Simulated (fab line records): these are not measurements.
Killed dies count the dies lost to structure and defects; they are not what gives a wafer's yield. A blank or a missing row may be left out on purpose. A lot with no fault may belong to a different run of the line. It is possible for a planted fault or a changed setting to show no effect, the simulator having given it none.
Chamber matching | flow nandHarc | 4 sister chambers for NHARC_THIN_TSV_DESCUM_14 on rieDiel-10
The step chemistry O2, time 3 s. 4 wafers are shown with their chamber, then 7 later ones without.

== WAFERS PAIRED WITH THEIR CHAMBERS ==
wafer  | chamber | showerheadPlenumPTorr (Torr)
L112.5 | 2       | 1.84
L112.6 | 1       | 1.89
L113.1 | 3       | 2.00
L113.2 | 0       | 1.96

== WAFERS WITH NO CHAMBER GIVEN ==
wafer  | showerheadPlenumPTorr (Torr)
L113.4 | 1.89
L114.4 | 1.96
L114.5 | 1.88
L114.6 | 1.84
L119.1 | 1.96
L119.4 | 1.88
L119.6 | 1.88

== WHICH CHAMBER EACH ONE RAN IN ==
wafer  | from the rows above | in truth
L113.4 | 1                   | 1
L114.4 | 0                   | 0
L114.5 | 1                   | 1
L114.6 | 2                   | 2
L119.1 | 0                   | 0
L119.4 | 1                   | 1
L119.6 | 1                   | 1
Correct placement for 7 of the 7. Can't be placed from these rows: 0. 0 placed wrongly.
How it was worked out, from the rows above alone: a wafer's distance from a chamber is the root of the sum, over the readings, of the square of ((its reading less the chamber's mean) divided by the reading's scatter). The wafer belongs to the nearest chamber; if the next one is less than 2 further off, it can't be placed. A chamber's mean is the mean of its shown wafers. The scatter (one wafer shown for each chamber): square how far every hidden wafer sits from the nearest shown wafer, average those squares and take the square root.
